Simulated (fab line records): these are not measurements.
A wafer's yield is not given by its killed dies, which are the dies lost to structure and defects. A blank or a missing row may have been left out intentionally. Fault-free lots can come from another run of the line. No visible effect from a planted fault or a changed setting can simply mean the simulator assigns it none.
fab line records | flow n5_finfet
record: lots: 9 wafers: 27 last_day: 17
route steps=1938 shown HKMG_FIN@409 BEOL_M4@1111 PASSIVATION@1936
lots that met no fault: from a run of the same line without faults
start_h: hours from the record's first day to the start of the lot's first wafer shown | wait_h: how many hours have passed since the lot's step before this one | " the same as in the row above | L1.1+2: a row that stands for several wafers | - either no value or no given start | * or withheld: withheld | < > ~ a bound
route shown NAME@n: names a module that has steps shown in the file, with the first one's number in the route | usual: the fault-free wafers' mean and standard deviation | same: alike in all rows | chamber/n: place in a boat | sites: each site's reading | _std_site: standard deviation of those values | _edge_site: mean of outer sites minus mean of inner sites | radius_mm: how far each site lies from the wafer's centre | mask NAME#n: copy n | behind: the last tool/chamber to shape the wafer | hold: why the lot went on hold/how many hours it stayed there/how the hold came to an end | device: names the non-switching transistor (n, p or np) | end of line: the same wafers' tests at the end of the route | for a step that has no rows: nothing shown but its recipe | killed: at the first sort, the dies lost to defects and structure; wafer yield is something else | map: a wafer's dies, marking killed ones x, the rest . and places with no die _
set.NAME: the setting as run; set.NAME@STEP: as run at that earlier step | model.NAME: the simulator's own value behind a step, which no gauge read
the route's steps for a sample of lots (tables are steps, rows are wafers)
services: a tool's chamber out of use, with start hour (start_h, from the record's first day; less than 0 if before it), hours out, and reason
== steps ==
step: N5_HKMG_FIN_STRIP_60
recipe: chemistry: N2/H2 power_w: 2500 temp_c: 300 h2_frac: 0.65 time_s: 360 pressure_mtorr: withheld n2_flow_sccm: 1750 h2_flow_sccm: 3250
usual: drypump_motor_current_A: 5.41/0.13 h2_flow_sccm: 3250/9.7 heater_power_w: 444/48
columns lot.wafer tool chamber start_h wait_h drypump_motor_current_A h2_flow_sccm heater_power_w rf_hours_counter_h
L467.2 plasma_asher-01 1 73.23 0.0 5.51 3258 371 35
L467.5 " 0 " " 5.18 3273 432 -
L467.6 " 1 " " 5.48 3249 380 -
L468.1 plasma_asher-01 0 79.40 0.0 5.21 3269 435 37
L468.2 " 1 " " 5.58 3262 372 37
L468.4 " 0 " " 5.19 3240 440 -
L474.3 plasma_asher-02 0 114.98 0.1 5.43 3250 502 -
L474.5 " 1 " " 5.51 3253 467 -
L474.6 " 0 " " 5.41 3263 498 -
L475.1 plasma_asher-01 1 121.26 0.0 5.53 3246 383 45
L475.3 " 1 " " 5.53 3259 365 -
L475.6 " 1 " " 5.54 3254 377 -
L477.1 plasma_asher-02 1 138.39 0.0 5.49 3240 460 100
L477.2 " 0 " " 5.38 3247 509 100
L477.5 " 0 " " 5.39 3248 516 -
L479.1 plasma_asher-01 0 149.49 0.0 5.21 3245 435 50
L479.2 " 1 " " 5.56 3266 375 50
L479.6 " 1 " " 5.58 3254 382 -
L483.1 plasma_asher-02 0 172.66 0.0 5.39 3242 496 107
L483.3 " 0 " " 5.39 3221 511 -
L483.6 " 0 " " 5.41 3219 509 -
L488.3 plasma_asher-01 1 200.28 0.1 5.58 3255 380 -
L488.5 " 0 " " 5.23 3241 435 -
L488.6 " 1 " " 5.54 3253 370 -
L489.1 plasma_asher-01 0 207.02 0.0 5.21 3246 428 62
L489.4 " 1 " " 5.59 3240 380 -
L489.5 " 1 " " 5.58 3251 361 -
step: N5_HKMG_FIN_ALD_36
recipe: material: TiN target_thk_a: 10 temp_c: 400 ald_precursor_family: TiCl4 ald_co_reactant: NH3 pulse_time_s: 1 purge_time_s: 3 co_reactant_purge_time_s: 2 co_reactant_pulse_time_s: 2 ald_cycles: 47 pressure_torr: 3
usual: chamber_pressure_Torr: 3.000/0.0064 heater_power_outer_w: 595/100 heater_power_w: 956/150 precursor_pulse_height_rel: 1.002/0.021
columns lot.wafer tool chamber start_h wait_h chamber_pressure_Torr heater_power_outer_w heater_power_w precursor_pulse_height_rel
L467.2 ald_metal-02 2 74.60 0.0 2.993 631 968 1.004
L467.5 " 3 " " 3.009 552 1006 1.003
L467.6 " 2 " " 2.996 618 987 0.987
L468.1 ald_metal-01 0 80.68 0.0 3.003 622 939 0.998
L468.2 " 2 " " 3.004 817 1279 0.975
L468.4 " 3 " " 2.998 571 941 1.016
L474.3 ald_metal-01 1 116.19 0.1 3.001 478 792 1.030
L474.5 " 2 " " 2.996 805 1253 0.981
L474.6 " 1 " " 3.006 500 764 1.025
L475.1 ald_metal-01 2 122.60 0.0 3.002 801 1261 0.993
L475.3 " 0 " " 3.001 619 942 0.991
L475.6 " 1 " " 3.001 485 765 1.006
L477.1 ald_metal-01 0 139.76 0.0 3.007 626 943 1.018
L477.2 " 1 " " 2.991 492 809 1.022
L477.5 " 3 " " 3.011 571 977 1.022
L479.1 ald_metal-02 2 150.94 0.0 3.009 620 965 1.028
L479.2 " 1 " " 2.994 503 834 0.966
L479.6 " 3 " " 2.995 559 1021 1.025
L483.1 ald_metal-01 1 174.02 0.0 3.000 495 755 1.004
L483.3 " 2 " " 2.988 807 1291 0.990
L483.6 " 2 " " 2.985 816 1280 0.973
L488.3 ald_metal-04 0 201.46 0.0 3.006 604 936 0.967
L488.5 " 0 " " 2.995 584 941 1.008
L488.6 " 1 " " 3.000 538 841 0.965
L489.1 ald_metal-02 0 208.26 0.0 2.996 632 975 0.998
L489.4 " 1 " " 3.000 499 842 0.983
L489.5 " 3 " " 2.993 576 1046 1.000
step: N5_HKMG_FIN_CD_MEAS_12
recipe: target_cd_nm: 92.8 landing_energy_ev: 500 detector: se_inlens
usual: cd_nm: 93.2/0.72
columns lot.wafer tool chamber start_h wait_h cd_nm
L467.2 cd_sem-01 0 75.76 - 92.2
L467.5 " 0 " " 92.1
L467.6 " 0 " " 92.2
L468.1 cd_sem-02 0 81.71 - 94.4
L468.2 " 0 " " 93.7
L468.4 " 0 " " 93.3
L474.3 cd_sem-02 0 117.22 - 94.0
L474.5 " 0 " " 93.3
L474.6 " 0 " " 93.0
L475.1 cd_sem-01 0 123.63 - 92.6
L475.3 " 0 " " 92.5
L475.6 " 0 " " 93.1
L477.1 cd_sem-03 0 140.91 - 92.9
L477.2 " 0 " " 92.8
L477.5 " 0 " " 92.8
L479.1 cd_sem-02 0 152.09 - 94.0
L479.2 " 0 " " 93.2
L479.6 " 0 " " 93.2
L483.1 cd_sem-02 0 175.17 - 93.6
L483.3 " 0 " " 93.3
L483.6 " 0 " " 94.7
L488.3 cd_sem-03 0 202.61 - 93.2
L488.5 " 0 " " 94.1
L488.6 " 0 " " 94.2
L489.1 cd_sem-02 0 209.42 - 92.6
L489.4 " 0 " " 93.2
L489.5 " 0 " " 92.9
step: N5_HKMG_FIN_INSPECT_14
recipe: mode: adi inspect_instrument: macro
usual: raw_defect_count: 1.9/1.5
columns lot.wafer tool chamber start_h wait_h raw_defect_count
L467.2 defect_inspect-01 - 75.81 0.0 0
L467.5 " - " " 2
L467.6 " - " " 3
L468.1 defect_inspect-02 - 81.77 0.0 2
L468.2 " - " " 1
L468.4 " - " " 3
L474.3 defect_inspect-02 - 117.28 0.0 1
L474.5 " - " " 0
L474.6 " - " " 1
L475.1 defect_inspect-02 - 123.68 0.0 3
L475.3 " - " " 2
L475.6 " - " " 1
L477.1 defect_inspect-02 - 140.97 0.0 1
L477.2 " - " " 2
L477.5 " - " " 1
L479.1 defect_inspect-02 - 152.15 0.0 6
L479.2 " - " " 1
L479.6 " - " " 5
L483.1 defect_inspect-01 - 175.22 0.0 1
L483.3 " - " " >300
L483.6 " - " " >300
L488.3 defect_inspect-01 - 202.67 0.0 3
L488.5 " - " " 3
L488.6 " - " " 1
L489.1 defect_inspect-02 - 209.47 0.0 5
L489.4 " - " " 1
L489.5 " - " " 3
step: N5_HKMG_FIN_STRIP_34
recipe: chemistry: CF4 resist: SiARC power_w: 300 bias_power_w: 75 pressure_mtorr: 50 cf4_flow_sccm: 150 rf_frequency_hz: 6e+07
usual: drypump_motor_current_A: 5.6/0.42 oes_product_au: 0.77/0.084 rf_fwd_power_W: 293.8/1.6 rf_vpp_V: 271.2/1.4 showerhead_plenum_p_Torr: 1.80/0.053 throttle_valve_pct: 13.65/0.27
columns lot.wafer tool chamber start_h wait_h drypump_motor_current_A oes_product_au rf_fwd_power_W rf_hours_counter_h rf_vpp_V showerhead_plenum_p_Torr throttle_valve_pct
L467.2 rie_diel-02 3 76.13 0.0 5.1 0.88 293.3 18 273.2 1.84 13.40
L467.5 " 3 " " 5.1 0.88 294.0 - 271.5 1.84 13.39
L467.6 " 2 " " 5.7 0.93 294.5 - 271.1 1.75 13.34
L468.1 rie_diel-02 0 82.08 0.0 5.2 0.69 292.1 244 270.5 1.76 13.82
L468.2 " 2 " " 5.7 0.92 294.5 7 271.2 1.75 13.37
L468.4 " 3 " " 5.1 0.89 292.7 20 271.8 1.83 13.40
L474.3 rie_diel-02 3 117.81 0.0 5.1 0.86 292.4 35 272.0 1.83 13.43
L474.5 " 2 " " 5.7 0.89 294.2 - 271.2 1.74 13.40
L474.6 " 3 " " 5.1 0.85 293.2 - 271.3 1.83 13.44
L475.1 rie_diel-03 3 124.00 0.0 6.2 0.85 294.7 60 272.8 1.83 13.37
L475.3 " 2 " " 5.5 0.78 295.5 112 272.6 1.87 13.60
L475.6 " 3 " " 6.2 0.84 292.6 - 271.6 1.83 13.39
L477.1 rie_diel-02 2 141.28 0.0 5.7 0.88 295.2 31 268.7 1.74 13.40
L477.2 " 1 " " 6.1 0.77 291.7 108 272.0 1.81 13.67
L477.5 " 2 " " 5.7 0.88 294.0 - 269.1 1.74 13.40
L479.1 rie_diel-06 1 152.55 0.0 5.4 0.70 293.3 194 270.6 1.84 13.85
L479.2 " 3 " " 4.9 0.92 - 10 270.1 1.77 13.61
L479.6 " 0 " " 5.8 0.71 292.8 - 271.3 1.77 13.54
L483.1 rie_diel-03 2 175.62 0.0 5.5 0.76 296.2 130 271.8 1.87 13.65
L483.3 " 0 " " 5.4 0.70 294.3 232 267.8 1.71 13.73
L483.6 " 2 " " 5.5 0.76 295.0 - 271.3 1.87 13.64
L488.3 rie_diel-03 1 202.98 0.0 6.2 0.68 290.7 238 270.4 1.78 14.14
L488.5 " 2 " " 5.5 0.75 297.0 - 272.1 1.86 13.68
L488.6 " 3 " " 6.2 0.81 293.6 - 270.7 1.83 13.45
L489.1 rie_diel-02 2 209.79 0.0 5.8 0.83 294.5 58 270.9 1.74 13.49
L489.4 " 3 " " 5.1 0.80 291.7 70 270.5 1.82 13.52
L489.5 " 1 " " 6.2 0.74 292.7 - 271.8 1.80 13.72
step: N5_BEOL_M4_RC_MEAS_101
usual: DIBL_N: 36.8/2.1 DIBL_P: 37.1/2.2 IOFF_N: 0.18/0.037 IOFF_P: 0.23/0.041 ION_N: 682/13 ION_P: 467/8.6 SS_N: 71.7/0.61 SS_P: 73.5/0.6 VT_N: 248/3.4 VT_P: -249/3.5
columns lot.wafer tool chamber start_h wait_h DIBL_N[mV/V] DIBL_P[mV/V] IOFF_N[nA/um] IOFF_P[nA/um] ION_N[uA/um] ION_P[uA/um] SS_N[mV/dec] SS_P[mV/dec] VT_N[mV] VT_P[mV]
L467.2 prober-01 0 165.44 0.2 35.8 36.0 0.16 0.24 689 488 71.3 73.0 246 -246
L467.5 " 0 " " 36.0 36.6 0.16 0.24 682 473 71.6 73.7 248 -245
L467.6 " 0 " " 37.5 38.2 0.18 0.26 693 484 71.4 73.5 246 -244
L468.1 prober-01 0 169.10 0.0 39.8 39.1 0.22 0.26 695 474 72.5 74.0 244 -249
L468.2 " 0 " " 39.1 37.5 0.19 0.23 691 467 72.8 73.8 247 -247
L468.4 " 0 " " 40.5 39.5 0.24 0.28 706 479 72.6 73.9 245 -246
L474.3 prober-02 0 208.32 0.3 37.2 37.9 0.22 0.30 689 476 71.4 74.1 240 -243
L474.5 " 0 " " 38.1 38.0 0.22 0.31 677 473 72.2 73.8 242 -241
L474.6 " 0 " " 37.9 38.0 0.22 0.30 686 475 72.5 73.9 241 -246
L475.1 prober-02 0 214.09 0.0 38.2 36.8 0.18 0.22 670 460 72.3 73.4 246 -249
L475.3 " 0 " " 38.9 38.7 0.22 0.26 683 461 71.8 73.8 242 -247
L475.6 " 0 " " 39.4 37.6 0.21 0.22 666 452 72.5 73.1 247 -252
L477.1 prober-02 0 233.88 0.0 37.8 39.9 0.21 0.22 706 474 71.9 74.5 246 -250
L477.2 " 0 " " 39.9 42.8 0.27 0.27 712 475 72.3 74.2 241 -249
L477.5 " 0 " " 37.2 39.6 0.21 0.21 691 470 71.8 73.7 246 -251
L479.1 prober-02 0 238.63 0.0 38.2 39.1 0.23 0.24 708 473 72.0 74.2 243 -250
L479.2 " 0 " " 36.6 37.1 0.19 0.20 692 464 71.0 73.8 247 -253
L479.6 " 0 " " 36.7 35.9 0.18 0.18 680 456 72.0 73.8 249 -254
L483.1 prober-01 0 263.00 0.0 37.1 38.6 0.18 0.24 703 480 71.6 73.7 249 -243
L483.3 " 0 " " 37.8 38.4 0.18 0.24 694 478 71.5 73.5 248 -247
L483.6 " 0 " " 35.6 36.6 0.15 0.21 692 477 70.8 73.2 249 -247
L489.1 prober-01 0 296.41 0.0 35.1 37.3 0.16 0.20 677 466 70.8 72.6 249 -250
L489.4 " 0 " " 35.8 37.5 0.16 0.20 684 464 71.4 73.9 250 -250
L489.5 " 0 " " 37.7 41.0 0.22 0.26 690 468 71.8 74.3 247 -248
L488.3 prober-01 0 302.78 0.3 37.0 39.5 0.20 0.29 694 475 72.4 74.0 245 -242
L488.5 " 0 " " 37.0 39.3 0.19 0.29 685 476 71.6 73.7 247 -242
L488.6 " 0 " " 39.1 41.5 0.24 0.33 696 480 73.0 74.6 244 -242
step: N5_PASSIVATION_PROBE_49
usual: defect_limited_yield: 91.0/1.4 killed_at_M0_to_M3: 35/10 killed_at_M4_up: 13/6 killed_at_contacts: 13/6.4 killed_at_front_end: 42/12 killed_at_other: 3.2/2.4 killed_dies: 107/17 killed_open: 69/13 killed_short: 33/7.3 sort_bin_4_leakage: 0.00/0.022 sort_bin_5_function: 5.3/0.92 sort_bin_6_memory: 3.3/0.66 sort_n_pass: 1073/17 sort_yield_pct: 90.9/1.4
same: gross_dies: 1180 killed_at_back_side: 0 sort_bin_8_speed[%]: 0
columns lot.wafer tool chamber start_h wait_h defect_limited_yield[%] killed_at_M0_to_M3 killed_at_M4_up killed_at_contacts killed_at_front_end killed_at_other killed_dies killed_open killed_short sort_bin_4_leakage[%] sort_bin_5_function[%] sort_bin_6_memory[%] sort_n_pass sort_yield_pct[%]
L467.2 prober-02 - 265.21 0.1 90.7 33 10 18 46 3 110 67 38 0 5.2 3.6 1070 90.7
L467.5 prober-02 - 265.36 0.2 91.1 25 13 20 43 4 105 71 29 0 4.7 3.5 1075 91.1
L467.6 prober-02 - 265.41 0.3 88.6 27 12 20 74 2 135 75 57 0 6.8 4.3 1045 88.6
L468.1 prober-01 - 273.75 0.0 90.7 18 16 13 58 5 110 59 42 0 4.8 3.7 1070 90.7
L468.2 prober-01 - 273.80 0.1 91.5 35 10 14 38 3 100 59 37 0 5.1 3.2 1080 91.5
L468.4 prober-01 - 273.90 0.2 91.2 36 9 20 28 11 104 54 42 0 5.3 3.1 1076 91.2
L474.3 prober-02 - 317.78 0.1 89.0 46 12 10 57 5 130 81 35 0 6.2 4.1 1050 89.0
L474.5 prober-02 - 317.88 0.2 92.3 41 7 9 32 2 91 46 41 0 4.0 3.2 1089 92.3
L474.6 prober-02 - 317.93 0.3 93.1 26 17 6 28 4 81 47 25 0 4.4 2.1 1099 93.1
L475.1 prober-01 - 318.02 0.0 91.8 22 11 19 38 7 97 63 27 0 5.1 2.8 1083 91.8
L475.3 prober-01 - 318.12 0.1 87.9 43 21 20 49 10 143 95 39 0 6.5 5.3 1037 87.9
L475.6 prober-01 - 318.27 0.3 92.4 38 18 7 26 1 90 56 33 0 4.7 2.6 1090 92.4
L477.1 prober-01 - 337.72 0.0 89.7 43 21 16 39 3 122 82 33 0 6.1 3.6 1058 89.7
L477.2 prober-01 - 337.77 0.1 93.1 29 9 16 27 1 82 52 25 0.08 4.4 2.4 1097 93.0
L477.5 prober-01 - 337.92 0.2 89.3 32 20 19 55 0 126 78 43 0 6.7 3.2 1054 89.3
L479.1 prober-01 - 353.77 0.0 92.0 29 14 15 34 2 94 54 31 0.08 4.9 2.7 1085 91.9
L479.2 prober-01 - 353.82 0.1 92.2 16 7 9 57 3 92 58 23 0 4.3 2.9 1088 92.2
L479.6 prober-01 - 354.02 0.3 93.6 36 10 8 22 0 76 50 24 0 3.1 3.2 1104 93.6
L483.1 prober-01 - 368.96 0.0 89.6 27 17 16 57 6 123 73 38 0 5.2 3.8 1057 89.6
L483.3 prober-01 - 369.06 0.1 82.2 32 21 10 145 2 210 56 26 0 9.9 4.7 970 82.2
L483.6 prober-01 - 369.21 0.3 80.5 34 9 12 168 7 230 69 26 0 12.7 4.7 950 80.5
L488.3 prober-01 - 405.03 0.1 89.2 40 11 26 49 2 128 82 45 0 6.3 4.2 1052 89.2
L488.5 prober-01 - 405.13 0.2 90.7 42 16 15 36 1 110 70 36 0 5.5 3.5 1070 90.7
L488.6 prober-01 - 405.18 0.3 93.1 27 5 12 37 0 81 58 20 0 4.5 2.1 1099 93.1
L489.1 prober-02 - 409.21 0.0 93.0 33 8 17 22 3 83 60 21 0 3.1 3.5 1097 93.0
L489.4 prober-02 - 409.36 0.2 92.0 41 5 17 27 4 94 59 34 0 5.1 2.5 1086 92.0
L489.5 prober-02 - 409.41 0.2 91.8 25 13 14 42 3 97 63 32 0 4.7 2.7 1083 91.8
killed by level:class
L467.2 MOL_CONTACT_COAG:geometric_particle:open=18 GATE_CUT:geometric_particle:short=7 BEOL_M0_SAQP:geometric_particle:short=7 BEOL_M2:geometric_particle:open=7 ILD0:geometric_particle:open=6 GATE_CUT:geometric_particle:open=6 FIN_SAQP:geometric_particle:short=5 BEOL_M4:geometric_particle:open=5
L467.5 MOL_CONTACT_COAG:geometric_particle:open=15 STI_FIN_REVEAL:geometric_particle:open=7 DUMMY_GATE:geometric_particle:open=6 BEOL_M1:geometric_particle:open=6 FIN_SAQP:geometric_particle:short=5 FIN_SAQP:geometric_particle:open=5 GATE_CUT:geometric_particle:short=5 GATE_CUT:geometric_particle:open=5
L467.6 FIN_SAQP:geometric_particle:short=15 MOL_CONTACT_COAG:geometric_particle:open=13 STI_FIN_REVEAL:geometric_particle:open=11 GATE_CUT:geometric_particle:open=9 GATE_CUT:geometric_particle:short=9 STARTING-WAFER:geometric_particle:short=8 MOL_CONTACT_COAG:geometric_particle:short=7 BEOL_M0_SAQP:geometric_particle:short=7
L468.1 FIN_SAQP:geometric_particle:short=17 FIN_SAQP:geometric_particle:open=15 MOL_CONTACT_COAG:geometric_particle:open=9 BEOL_M4:geometric_particle:open=7 STI_FIN_REVEAL:geometric_particle:open=6 BEOL_M0_SAQP:geometric_particle:open=5 BEOL_M0_SAQP:geometric_particle:short=5 HKMG_FIN:area_etch=4
L468.2 BEOL_M0_SAQP:geometric_particle:open=12 MOL_CONTACT_COAG:geometric_particle:open=11 FIN_SAQP:geometric_particle:short=10 BEOL_M0_SAQP:geometric_particle:short=9 BEOL_M3:geometric_particle:open=7 FIN_SAQP:geometric_particle:open=5 STI_FIN_REVEAL:geometric_particle:open=4 STI_FIN_REVEAL:geometric_particle:short=3
L468.4 MOL_CONTACT_COAG:geometric_particle:open=14 BEOL_M0_SAQP:geometric_particle:short=13 BEOL_M3:geometric_particle:open=7 FIN_SAQP:geometric_particle:short=6 BEOL_M0_SAQP:geometric_particle:open=6 GATE_CUT:geometric_particle:short=5 PASS1_CAP:geometric_particle:short=5 FIN_SAQP:geometric_particle:open=3
L474.3 STI_FIN_REVEAL:geometric_particle:open=20 BEOL_M0_SAQP:geometric_particle:open=13 BEOL_M0_SAQP:geometric_particle:short=10 BEOL_M2:geometric_particle:open=9 MOL_CONTACT_COAG:geometric_particle:open=9 DUMMY_GATE:geometric_particle:open=8 FIN_SAQP:geometric_particle:open=7 HKMG_FIN:area_etch=6
L474.5 BEOL_M0_SAQP:geometric_particle:short=14 STI_FIN_REVEAL:geometric_particle:open=10 BEOL_M0_SAQP:geometric_particle:open=7 BEOL_M1:geometric_particle:open=7 MOL_CONTACT_COAG:geometric_particle:open=6 BEOL_M2:geometric_particle:open=6 STARTING-WAFER:geometric_particle:short=6 GATE_CUT:geometric_particle:short=3
L474.6 BEOL_M2:geometric_particle:open=7 DUMMY_GATE:geometric_particle:open=5 MOL_CONTACT_COAG:geometric_particle:open=5 BEOL_M0_SAQP:geometric_particle:open=4 BEOL_M0_SAQP:geometric_particle:short=4 BEOL_M4:geometric_particle:open=4 STARTING-WAFER:geometric_particle:open=4 FIN_SAQP:geometric_particle:short=3
L475.1 FIN_SAQP:geometric_particle:open=18 MOL_CONTACT_COAG:geometric_particle:open=14 FIN_SAQP:geometric_particle:short=6 BEOL_M3:geometric_particle:open=6 STI_FIN_REVEAL:geometric_particle:open=4 BEOL_M0_SAQP:geometric_particle:short=4 STARTING-WAFER:geometric_particle:short=4 MOL_CONTACT_COAG:geometric_particle:short=3
L475.3 FIN_SAQP:geometric_particle:open=13 MOL_CONTACT_COAG:geometric_particle:open=13 FIN_SAQP:geometric_particle:short=11 BEOL_M1:geometric_particle:open=9 BEOL_M4:geometric_particle:open=8 BEOL_M0:geometric_particle:open=6 BEOL_M2:geometric_particle:open=6 BEOL_M0_SAQP:geometric_particle:short=5
L475.6 BEOL_M0_SAQP:geometric_particle:short=11 BEOL_M0_SAQP:geometric_particle:open=8 BEOL_M3:geometric_particle:open=8 GATE_CUT:geometric_particle:open=6 MOL_CONTACT_COAG:geometric_particle:open=6 BEOL_M5:geometric_particle:open=5 BEOL_M4:geometric_particle:open=4 FIN_SAQP:geometric_particle:short=3
L477.1 BEOL_M0_SAQP:geometric_particle:open=21 FIN_SAQP:geometric_particle:open=16 BEOL_M4:geometric_particle:open=14 BEOL_M0_SAQP:geometric_particle:short=13 MOL_CONTACT_COAG:geometric_particle:open=9 MOL_CONTACT_COAG:geometric_particle:short=7 FIN_SAQP:geometric_particle:short=4 ILD0:geometric_particle:short=3
L477.2 MOL_CONTACT_COAG:geometric_particle:open=14 BEOL_M0_SAQP:geometric_particle:short=8 BEOL_M0_SAQP:geometric_particle:open=8 BEOL_M4:geometric_particle:open=5 BEOL_M1:geometric_particle:open=4 FIN_SAQP:geometric_particle:open=3 FIN_SAQP:geometric_particle:short=3 STI_FIN_REVEAL:geometric_particle:open=3
L477.5 MOL_CONTACT_COAG:geometric_particle:open=18 BEOL_M4:geometric_particle:open=14 BEOL_M0_SAQP:geometric_particle:short=12 FIN_SAQP:geometric_particle:open=11 BEOL_M0_SAQP:geometric_particle:open=11 FIN_SAQP:geometric_particle:short=10 DUMMY_GATE:geometric_particle:open=7 BEOL_M2:geometric_particle:open=5
L479.1 BEOL_M4:geometric_particle:open=9 DUMMY_GATE:geometric_particle:open=8 FIN_SAQP:geometric_particle:short=7 MOL_CONTACT_COAG:geometric_particle:open=7 STI_FIN_REVEAL:geometric_particle:open=6 BEOL_M0_SAQP:geometric_particle:open=6 BEOL_M2:geometric_particle:open=5 BEOL_M0_SAQP:geometric_particle:short=5
L479.2 STI_FIN_REVEAL:geometric_particle:open=18 DUMMY_GATE:geometric_particle:open=6 MOL_CONTACT_COAG:geometric_particle:open=6 FIN_SAQP:geometric_particle:open=4 STI_FIN_REVEAL:geometric_particle:short=4 ILD0:geometric_particle:short=4 GATE_CUT:geometric_particle:short=4 BEOL_M2:geometric_particle:open=4
L479.6 STI_FIN_REVEAL:geometric_particle:open=9 BEOL_M0_SAQP:geometric_particle:short=8 BEOL_M0_SAQP:geometric_particle:open=7 BEOL_M4:geometric_particle:open=7 BEOL_M2:geometric_particle:open=7 BEOL_M3:geometric_particle:open=7 MOL_CONTACT_COAG:geometric_particle:open=4 MOL_CONTACT_COAG:geometric_particle:short=3
L483.1 MOL_CONTACT_COAG:geometric_particle:open=13 GATE_CUT:geometric_particle:short=11 HKMG_FIN:area_etch=10 FIN_SAQP:geometric_particle:open=7 BEOL_M3:geometric_particle:open=7 FIN_SAQP:geometric_particle:short=6 STI_FIN_REVEAL:geometric_particle:open=5 BEOL_M1:geometric_particle:open=5
L483.3 HKMG_FIN:unspecified=125 MOL_CONTACT_COAG:geometric_particle:open=8 BEOL_M2:geometric_particle:open=7 BEOL_M4:geometric_particle:open=6 ILD0:geometric_particle:open=5 BEOL_M0_SAQP:geometric_particle:short=5 BEOL_M6:geometric_particle:open=5 BEOL_M3:geometric_particle:open=5
L483.6 HKMG_FIN:unspecified=133 BEOL_M0_SAQP:geometric_particle:open=9 BEOL_M2:geometric_particle:open=8 STI_FIN_REVEAL:geometric_particle:open=7 FIN_SAQP:geometric_particle:open=6 MOL_CONTACT_COAG:geometric_particle:short=6 BEOL_M3:geometric_particle:open=6 MOL_CONTACT_COAG:geometric_particle:open=5
L488.3 MOL_CONTACT_COAG:geometric_particle:open=22 DUMMY_GATE:geometric_particle:open=13 BEOL_M0_SAQP:geometric_particle:short=13 STI_FIN_REVEAL:geometric_particle:open=9 BEOL_M0_SAQP:geometric_particle:open=9 FIN_SAQP:geometric_particle:short=8 MOL_CONTACT_COAG:geometric_particle:short=4 DUMMY_GATE:geometric_particle:short=4
L488.5 BEOL_M0_SAQP:geometric_particle:open=15 MOL_CONTACT_COAG:geometric_particle:open=13 BEOL_M0_SAQP:geometric_particle:short=12 STI_FIN_REVEAL:geometric_particle:open=9 BEOL_M5:geometric_particle:open=7 BEOL_M0:geometric_particle:open=6 FIN_SAQP:geometric_particle:open=4 STI_FIN_REVEAL:geometric_particle:short=4
L488.6 STI_FIN_REVEAL:geometric_particle:open=15 MOL_CONTACT_COAG:geometric_particle:open=10 BEOL_M0_SAQP:geometric_particle:open=9 STI_FIN_REVEAL:geometric_particle:short=4 BEOL_M0_SAQP:geometric_particle:short=4 BEOL_M3:geometric_particle:open=4 DUMMY_GATE:geometric_particle:open=3 GATE_CUT:geometric_particle:short=3
L489.1 MOL_CONTACT_COAG:geometric_particle:open=13 BEOL_M0_SAQP:geometric_particle:open=11 STI_FIN_REVEAL:geometric_particle:open=5 BEOL_M4:geometric_particle:open=5 BEOL_M3:geometric_particle:open=4 MOL_CONTACT_COAG:geometric_particle:short=4 BEOL_M0_SAQP:geometric_particle:short=4 BEOL_M0:geometric_particle:open=4
L489.4 MOL_CONTACT_COAG:geometric_particle:open=13 BEOL_M0_SAQP:geometric_particle:open=10 BEOL_M0_SAQP:geometric_particle:short=7 GATE_CUT:geometric_particle:short=6 BEOL_M2:geometric_particle:open=5 BEOL_M3:geometric_particle:open=5 BEOL_M3:geometric_particle:short=5 MOL_CONTACT_COAG:geometric_particle:short=4
L489.5 STI_FIN_REVEAL:geometric_particle:open=13 MOL_CONTACT_COAG:geometric_particle:open=11 BEOL_M2:geometric_particle:open=8 FIN_SAQP:geometric_particle:open=7 BEOL_M4:geometric_particle:open=6 STARTING-WAFER:geometric_particle:open=5 FIN_SAQP:geometric_particle:short=4 GATE_CUT:geometric_particle:short=4
== services ==
columns tool chamber start_h hours kind
ald_metal-01 0 62.43 14.7 repair
rie_diel-06 2 63.61 - clean
rie_diel-06 2 63.61 - consumable_replace:focus_ring
rie_diel-06 2 63.61 - consumable_replace:showerhead
rie_diel-06 2 63.61 36.8 scheduled_down
rie_diel-06 2 63.61 36.8 vent_cycle
ald_metal-04 - 71.26 0.6 repair
ald_metal-01 - 98.86 1.5 repair
rie_diel-06 3 100.73 - clean
rie_diel-02 0 101.98 - clean
rie_diel-02 0 101.98 - consumable_replace:focus_ring
rie_diel-02 0 101.98 18.6 scheduled_down
rie_diel-02 0 101.98 18.6 vent_cycle
plasma_asher-02 - 106.38 1.4 repair
ald_metal-04 - 111.78 6.0 pm
ald_metal-01 - 118.24 1.3 repair
ald_metal-02 - 120.90 2.0 repair
rie_diel-06 1 126.45 1.2 repair
ald_metal-02 - 139.38 8.7 pm
ald_metal-04 1 150.24 13.8 repair
ald_metal-04 3 173.96 39.0 repair
ald_metal-02 - 175.93 6.0 pm
rie_diel-06 - 178.23 14.6 pm
ald_metal-02 1 192.06 3.8 repair
== key ==
first_sign: step: N5_HKMG_FIN_INSPECT_14 reading: raw_defect_count direction: up sigmas: 99+ usual: 1.9 struck: >300
effect: step: N5_PASSIVATION_PROBE_49 reading: killed_at_front_end direction: up sigmas: 9.5 usual: 42 struck: 156
more_kills_born_at: N5_HKMG_FIN_ALD_36@ald_metal-01: 258
met_at N5_HKMG_FIN_ALD_36
struck_lots L483
struck_wafers L483.3,L483.6
baseline_loss: step: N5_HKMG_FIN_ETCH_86 wafers: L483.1
not_acting_at N5_HKMG_FIN_STRIP_60,N5_HKMG_FIN_CD_MEAS_12,N5_HKMG_FIN_STRIP_34
onset_between 122.60 174.02
fault: kind: chamber_particle_source tool: ald_metal-01 chamber: 2 onset_h: 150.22 steps: N5_HKMG_FIN_ALD_36 rate_per_visit_cm2: 0.97252 end_h: 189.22
baseline_loss: these wafers lose ten dies or more at that step, a loss of the line's own and not of a fault; the sort's usual values leave them out
